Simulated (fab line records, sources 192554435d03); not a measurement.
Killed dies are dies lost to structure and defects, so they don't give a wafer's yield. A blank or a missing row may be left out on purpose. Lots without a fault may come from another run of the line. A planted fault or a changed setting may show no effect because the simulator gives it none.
fab line records | flow n5_finfet
record lots=11 wafers=33 last_day=17
route steps=1938 shown MOL_CONTACT_COAG@531 MIM_BOT_ETCH@1867 PASSIVATION@1929
lots that met no fault: from a run of the same line without faults
start_h: hours from the record's first day to the start of the lot's first wafer shown | wait_h: hours since the lot's step before | " the same as in the row above | L1.1+2: a row that stands for several wafers | - no value, or no start given | * or withheld: withheld | < > ~ a bound
route shown NAME@n: a module of which the file shows steps, and the number in the route of the first | usual: mean/standard deviation of fault-free wafers | same: alike in all rows | chamber/n: place in a boat | sites: the reading at each site | _std_site: their standard deviation | _edge_site: outer sites' mean less inner sites' | radius_mm: how far each site lies from the wafer's centre | mask NAME#n: copy n | behind: the tool/chamber that last shaped the wafer | hold: why the lot was held/for how many hours/how that ended | device: the transistor (n, p or np) that didn't switch | end of line: the same wafers' tests at the end of the route | a step without rows: its recipe alone | killed: dies lost to structure and defects at the first sort, not the wafer's yield | map: a wafer's dies, x killed, . not, _ none there
set.NAME: the setting as run; set.NAME@STEP: as run at that earlier step | model.NAME: the simulator's own value behind a step, which no gauge read
steps of the route over a sample of lots; a table a step, a row a wafer
services: from which hour (start_h, from the record's first day; less than 0 if before it) a tool's chamber was out of use, for how many hours, and why
## steps
# step N5_MOL_CONTACT_COAG_ETCH_105
# recipe chemistry=CF4 target=SiARC target_depth_a=156 mask_material=CAR-EUV time_s=26 ion_energy_ev=80 pressure_mtorr=40 source_w=545 bias_w=36 Ar_flow_sccm=100 cf4_flow_sccm=100 ends=cleared
# usual drypump_motor_current_A=5.8/0.33 etch_rf_on_time_s=25.8/0.43 oes_product_au=0.67/0.07 rf_vpp_V=184.5/1.2 showerhead_plenum_p_Torr=2.17/0.066 throttle_valve_pct=15.62/0.29
# columns lot.wafer tool chamber start_h wait_h drypump_motor_current_A etch_rf_on_time_s oes_product_au rf_hours_counter_h rf_vpp_V showerhead_plenum_p_Torr throttle_valve_pct
L194.4 rie_diel-05 1 88.28 0.0 5.5 25.9 0.63 155 184.7 2.22 15.66
L194.5 " 1 " " 5.5 26.1 0.63 - 186.1 2.22 15.66
L194.6 " 0 " " 5.6 25.3 0.80 - 185.5 2.28 15.21
L195.1 rie_diel-04 1 96.45 0.0 6.4 25.7 0.60 214 185.8 2.21 15.93
L195.3 " 3 " " 6.3 25.6 0.67 146 183.7 2.15 15.86
L195.6 " 2 " " 6.1 26.2 0.66 - 185.1 2.14 15.93
L197.1 rie_diel-05 3 109.87 0.0 5.8 25.5 0.76 29 183.9 2.10 15.42
L197.2 " 1 " " 5.5 26.1 0.62 163 185.6 2.22 15.70
L197.5 " 0 " " 5.6 25.6 0.77 - 185.4 2.28 15.25
L199.2 rie_diel-03 2 117.60 0.0 5.8 25.8 0.79 27 186.1 2.27 15.23
L199.4 " 1 " " 5.4 25.8 0.66 - 182.6 2.06 15.20
L199.5 " 1 " " 5.4 25.4 0.66 - 182.1 2.06 15.17
L200.1 rie_diel-04 1 122.89 0.0 6.4 25.5 0.60 225 185.7 2.21 15.93
L200.4 " 0 " " 6.2 26.0 0.62 - 185.2 2.21 15.69
L200.6 " 1 " " 6.4 25.7 0.59 - 185.8 2.21 15.95
L203.3 rie_diel-03 1 146.61 0.0 5.5 25.4 0.65 155 182.7 2.05 15.22
L203.4 " 2 " " 5.7 25.6 0.77 38 186.5 2.26 15.24
L203.5 " 1 " " 5.5 25.6 0.64 - 182.3 2.05 15.21
L204.4 rie_diel-03 0 148.45 0.0 5.7 26.3 0.59 222 185.3 2.20 15.88
L204.5 " 3 " " 5.6 26.4 0.63 - 184.1 2.13 15.92
L204.6 " 0 " " 5.7 26.4 0.59 - 184.6 2.20 15.88
L205.2 rie_diel-04 2 154.77 0.0 6.0 26.2 0.65 154 185.0 2.14 15.95
L205.4 " 1 " " 6.5 25.6 0.59 237 183.5 2.20 15.97
L205.5 " 2 " " 6.1 26.2 0.65 - 184.6 2.14 15.97
L213.3 rie_diel-04 0 201.89 0.0 6.3 26.1 0.60 234 186.6 2.20 15.75
L213.4 " 0 " " 6.3 26.2 0.60 - 185.5 2.20 15.75
L213.6 " 3 " " 6.3 25.9 0.64 - 183.4 2.13 15.94
L215.1 rie_diel-04 3 219.17 0.0 6.2 25.8 0.63 193 183.0 2.13 15.96
L215.4 " 1 " " 6.4 25.5 0.84 2 183.7 2.20 15.51
L215.5 " 0 " " 6.3 26.3 0.60 - 184.6 2.20 15.77
L216.3 rie_diel-05 1 228.90 0.0 5.5 26.2 0.59 203 185.7 2.21 15.76
L216.4 " 0 " " 5.6 25.1 0.73 52 184.8 2.27 15.31
L216.6 " 3 " " 5.8 25.2 0.71 - 183.5 2.08 15.49
# step N5_MIM_BOT_ETCH_ETCH_03
# recipe chemistry=Cl2/BCl3 target_depth_a=120 pressure_mtorr=8 icp_w=800 bias_w=100 Cl2_flow_sccm=20 bcl3_flow_sccm=80
# usual bcl3_flow_sccm=80.01/0.25 drypump_motor_current_A=5.5/0.4 oes_product_au=0.72/0.082 throttle_valve_pct=27.55/0.16
# columns lot.wafer tool chamber start_h wait_h bcl3_flow_sccm drypump_motor_current_A oes_product_au rf_hours_counter_h throttle_valve_pct
L194.4 rie_metal-03 0 243.21 0.1 79.78 5.8 0.72 - 27.73
L194.5 " 1 " " 79.92 5.2 0.68 - 27.45
L194.6 " 0 " " 79.89 5.8 0.72 - 27.72
L195.1 rie_metal-02 1 258.66 0.1 80.23 5.3 0.77 45 27.47
L195.3 " 0 " " 79.79 6.3 0.93 - 27.28
L195.6 " 1 " " 80.15 5.3 0.78 - 27.48
L197.1 rie_metal-02 0 270.29 0.1 79.88 6.4 0.92 7 27.28
L197.2 " 1 " " 80.59 5.3 0.78 47 27.46
L197.5 " 1 " " 80.17 5.2 0.77 - 27.47
L200.1 rie_metal-03 1 295.52 0.1 79.58 5.1 0.67 90 27.47
L200.4 " 1 " " 79.75 5.1 0.66 - 27.46
L200.6 " 1 " " 79.84 5.1 0.67 - 27.47
L199.2 rie_metal-01 1 295.76 0.1 80.17 5.2 0.64 112 27.46
L199.4 " 0 " " 80.36 6.0 0.74 - 27.58
L199.5 " 0 " " 80.20 6.0 0.74 - 27.58
L204.4 rie_metal-03 0 324.60 0.1 80.03 5.8 0.70 - 27.75
L204.5 " 0 " " 79.90 5.8 0.70 - 27.75
L204.6 " 1 " " 80.09 5.1 0.67 - 27.47
L203.3 rie_metal-02 0 324.77 0.1 80.10 6.3 0.89 - 27.27
L203.4 " 1 " " 80.11 5.3 0.76 - 27.47
L203.5 " 1 " " 80.11 5.2 0.76 - 27.47
L205.2 rie_metal-03 0 331.84 0.1 80.38 5.8 0.71 78 27.75
L205.4 " 1 " " 79.35 5.2 0.67 - 27.46
L205.5 " 0 " " 80.16 5.8 0.71 - 27.73
L215.1 rie_metal-03 0 387.30 0.1 80.39 5.8 0.69 84 27.74
L215.4 " 1 " " 79.93 5.2 0.65 - 27.49
L215.5 " 0 " " 79.93 5.8 0.69 - 27.73
L213.3 rie_metal-03 1 399.43 0.1 79.95 5.2 0.66 - 27.47
L213.4 " 0 " " 79.98 5.8 0.68 - 27.76
L213.6 " 0 " " 79.65 5.8 0.70 - 27.75
L216.3 rie_metal-01 0 404.15 0.1 80.11 6.0 0.72 - 27.59
L216.4 " 1 " " 79.68 5.2 0.91 - 27.29
L216.6 " 1 " " 79.92 5.2 0.91 - 27.29
# step N5_PASSIVATION_PASS_ETCH_47
# recipe chemistry=CF4/O2 target=SiNx target_depth_a=7700 time_s=385 ion_energy_ev=100 pressure_mtorr=40 source_w=535 bias_w=49 Ar_flow_sccm=100 cf4_flow_sccm=100 O2_flow_sccm=10
# usual drypump_motor_current_A=5.9/0.36 oes_product_au=0.81/0.097 rf_vpp_V=241.2/2.9 showerhead_plenum_p_Torr=2.22/0.058 throttle_valve_pct=15.89/0.27
# columns lot.wafer tool chamber start_h wait_h drypump_motor_current_A oes_product_au rf_hours_counter_h rf_vpp_V showerhead_plenum_p_Torr throttle_valve_pct
L194.4 rie_diel-05 0 249.08 0.0 5.7 0.83 59 239.2 2.33 15.57
L194.5 " 3 " " 5.8 0.81 - 235.2 2.14 15.79
L194.6 " 0 " " 5.6 0.82 - 238.4 2.33 15.60
L195.1 rie_diel-03 2 263.50 0.0 5.8 0.84 78 240.5 2.32 15.62
L195.3 " 3 " " 5.6 0.71 211 239.0 2.18 16.26
L195.6 " 3 " " 5.5 0.70 - 239.8 2.18 16.27
L197.1 rie_diel-05 2 274.98 0.0 5.5 0.81 88 245.4 2.22 15.80
L197.2 " 3 " " 5.8 0.80 90 238.1 2.14 15.80
L197.5 " 2 " " 5.5 0.81 - 246.1 2.22 15.80
L199.2 rie_diel-03 1 301.20 0.0 5.4 0.71 211 236.6 2.10 15.57
L199.4 " 2 " " 5.7 0.83 93 242.0 2.31 15.64
L199.5 " 3 " " 5.5 0.70 - 238.8 2.18 16.29
L200.1 rie_diel-04 2 302.28 0.0 6.1 0.72 209 241.4 2.18 16.33
L200.4 " 0 " " 6.3 0.95 13 244.2 2.25 15.58
L200.6 " 0 " " 6.2 0.95 - 243.8 2.25 15.59
L204.4 rie_diel-03 1 330.93 0.1 5.4 0.71 - 236.4 2.09 15.59
L204.5 " 2 " " 5.7 0.82 - 242.1 2.31 15.66
L204.6 " 0 " " 5.7 0.92 - 242.0 2.25 15.78
L203.3 rie_diel-04 3 330.99 0.1 6.3 0.72 - 240.1 2.18 16.29
L203.4 " 2 " " 6.1 0.71 - 242.4 2.18 16.34
L203.5 " 2 " " 6.1 0.71 - 241.3 2.18 16.34
L205.2 rie_diel-05 1 339.66 0.0 5.5 0.66 243 244.1 2.26 16.08
L205.4 " 0 " " 5.6 0.80 87 238.3 2.32 15.63
L205.5 " 2 " " 5.5 0.78 - 247.0 2.21 15.85
L215.1 rie_diel-05 3 392.92 0.0 5.8 0.76 130 236.7 2.13 15.88
L215.4 " 2 " " 5.5 0.76 129 246.3 2.21 15.89
L215.5 " 3 " " 5.8 0.77 - 236.3 2.13 15.89
L213.3 rie_diel-03 3 407.75 0.0 5.5 0.99 2 239.9 2.17 15.83
L213.4 " 3 " " 5.5 0.99 - 239.7 2.17 15.86
L213.6 " 0 " " 5.7 0.86 - 244.6 2.23 15.83
L216.3 rie_diel-04 1 411.10 0.0 6.4 0.83 73 238.9 2.24 15.92
L216.4 " 1 " " 6.4 0.84 - 239.4 2.24 15.92
L216.6 " 0 " " 6.2 0.87 - 243.4 2.24 15.66
# step N5_PASSIVATION_PROBE_49
# usual killed_at_M0_to_M3=35/11 killed_at_M4_up=14/5.4 killed_at_contacts=12/6.2 killed_at_front_end=38/11 killed_at_other=4.1/2.8 killed_dies=103/17 killed_on_rim=13/4 killed_open=66/13 killed_short=34/8.2
# same gross_dies=1180 killed_at_back_side=0
# columns lot.wafer tool chamber start_h wait_h killed_at_M0_to_M3 killed_at_M4_up killed_at_contacts killed_at_front_end killed_at_other killed_dies killed_on_rim killed_open killed_short
L199.2 prober-02 - 304.26 0.1 33 21 28 34 9 125 13 77 42
L199.4 prober-02 - 304.36 0.2 40 14 26 31 6 117 17 74 38
L199.5 prober-02 - 304.41 0.2 40 9 13 50 4 116 18 58 55
L215.1 prober-02 - 395.93 0.0 38 14 133 39 4 228 33 72 36
L215.4 prober-02 - 396.08 0.2 55 14 14 26 3 112 15 75 35
L215.5 prober-02 - 396.13 0.2 33 22 15 29 5 104 9 65 37
L213.3 prober-02 - 411.05 0.1 33 14 13 55 1 116 15 80 34
L213.4 prober-02 - 411.10 0.2 25 11 15 71 1 123 21 86 34
L213.6 prober-02 - 411.20 0.3 56 8 127 42 0 233 27 79 35
# killed by level:class
L199.2 MOL_CONTACT_COAG:geometric_particle:open=22 BEOL_M4:geometric_particle:short=12 BEOL_M0_SAQP:geometric_particle:open=10 BEOL_M0_SAQP:geometric_particle:short=9 STI_FIN_REVEAL:geometric_particle:open=6 DUMMY_GATE:geometric_particle:open=6 MOL_CONTACT_COAG:geometric_particle:short=5 BEOL_M3:geometric_particle:open=5
L199.4 MOL_CONTACT_COAG:geometric_particle:open=20 BEOL_M0_SAQP:geometric_particle:short=11 BEOL_M1:geometric_particle:open=11 GATE_CUT:geometric_particle:short=8 BEOL_M4:geometric_particle:open=7 BEOL_M0_SAQP:geometric_particle:open=6 FIN_SAQP:geometric_particle:open=5 DUMMY_GATE:geometric_particle:open=5
L199.5 BEOL_M0_SAQP:geometric_particle:short=14 BEOL_M2:geometric_particle:open=12 FIN_SAQP:geometric_particle:short=11 MOL_CONTACT_COAG:geometric_particle:open=11 GATE_CUT:geometric_particle:open=10 GATE_CUT:geometric_particle:short=9 BEOL_M0_SAQP:geometric_particle:open=6 FIN_SAQP:geometric_particle:open=5
L215.1 MOL_CONTACT_COAG:unspecified=119 BEOL_M0_SAQP:geometric_particle:short=16 MOL_CONTACT_COAG:geometric_particle:open=12 SPACER0:geometric_particle:open=8 BEOL_M4:geometric_particle:open=8 SPACER0:geometric_particle:short=7 BEOL_M0_SAQP:geometric_particle:open=7 DUMMY_GATE:geometric_particle:open=6
L215.4 BEOL_M0_SAQP:geometric_particle:open=19 BEOL_M0_SAQP:geometric_particle:short=15 MOL_CONTACT_COAG:geometric_particle:open=11 DUMMY_GATE:geometric_particle:open=7 BEOL_M3:geometric_particle:open=7 BEOL_M1:geometric_particle:open=6 BEOL_M4:geometric_particle:open=6 BEOL_M2:geometric_particle:open=5
L215.5 FIN_SAQP:geometric_particle:short=10 BEOL_M3:geometric_particle:open=10 MOL_CONTACT_COAG:geometric_particle:open=9 FIN_SAQP:geometric_particle:open=8 BEOL_M0_SAQP:geometric_particle:open=7 MOL_CONTACT_COAG:geometric_particle:short=6 BEOL_M5:geometric_particle:open=6 BEOL_M0_SAQP:geometric_particle:short=5
L213.3 FIN_SAQP:geometric_particle:open=19 STI_FIN_REVEAL:geometric_particle:open=13 MOL_CONTACT_COAG:geometric_particle:open=10 BEOL_M1:geometric_particle:open=8 FIN_SAQP:geometric_particle:short=6 BEOL_M3:geometric_particle:open=6 STI_FIN_REVEAL:geometric_particle:short=5 BEOL_M3:geometric_particle:short=5
L213.4 FIN_SAQP:geometric_particle:open=23 STI_FIN_REVEAL:geometric_particle:open=15 MOL_CONTACT_COAG:geometric_particle:open=13 FIN_SAQP:geometric_particle:short=10 BEOL_M3:geometric_particle:open=9 STI_FIN_REVEAL:geometric_particle:short=6 DUMMY_GATE:geometric_particle:open=4 BEOL_M4:geometric_particle:open=4
L213.6 MOL_CONTACT_COAG:unspecified=117 FIN_SAQP:geometric_particle:open=23 BEOL_M0_SAQP:geometric_particle:short=16 BEOL_M1:geometric_particle:open=13 BEOL_M0_SAQP:geometric_particle:open=10 BEOL_M3:geometric_particle:open=9 MOL_CONTACT_COAG:geometric_particle:open=7 FIN_SAQP:geometric_particle:short=6
## services
# columns tool chamber start_h hours kind
rie_diel-04 2 65.79 6.7 repair
rie_diel-03 3 95.34 22.6 repair
rie_diel-03 0 103.91 18.7 repair
rie_metal-02 - 107.43 2.8 pm
rie_metal-03 - 108.13 14.6 pm
rie_diel-03 - 112.50 2.8 repair
rie_diel-04 2 116.92 6.0 repair
rie_metal-02 0 142.03 22.0 repair
rie_metal-03 0 178.85 7.3 repair
rie_diel-05 0 219.57 8.4 repair
rie_metal-02 1 222.25 16.5 repair
rie_diel-05 2 241.26 2.6 repair
rie_diel-05 0 255.58 11.1 repair
rie_diel-04 0 266.18 6.3 repair
rie_metal-03 - 274.06 0.4 repair
rie_diel-05 - 299.94 2.8 pm
rie_metal-02 1 304.85 9.7 repair
rie_diel-03 - 321.59 0.2 repair
rie_diel-03 3 327.58 11.6 repair
rie_diel-04 1 328.03 7.2 repair
rie_metal-02 1 352.32 6.1 repair
rie_metal-03 1 354.43 3.3 repair
rie_diel-04 3 367.57 8.4 repair
rie_metal-02 - 399.86 14.6 pm
## key
first_sign step=N5_PASSIVATION_PROBE_49 reading=killed_at_contacts direction=up sigmas=19 usual=12 struck=130
effect step=N5_PASSIVATION_PROBE_49 reading=killed_dies direction=up sigmas=7.5 usual=103 struck=230
more_kills_born_at N5_MOL_CONTACT_COAG_ETCH_105@rie_diel-04=236
met_at N5_MOL_CONTACT_COAG_ETCH_105
struck_lots L213,L215
struck_wafers L213.6,L215.1
tester_left_out L213,L215
not_acting_at N5_MIM_BOT_ETCH_ETCH_03,N5_PASSIVATION_PASS_ETCH_47
onset_between 96.45 201.89
fault kind=chamber_particle_source tool=rie_diel-04 chamber=3 onset_h=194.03 steps=N5_MOL_CONTACT_COAG_ETCH_105 rate_per_visit_cm2=1.924 end_h=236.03
# tester_left_out: of these lots the tester's yield and bins aren't shown, on N5 and GAA mostly nor the transistor test; their killed dies are dies lost to structure and defects alone, not to doping, threshold or leakage, so they don't give the yield
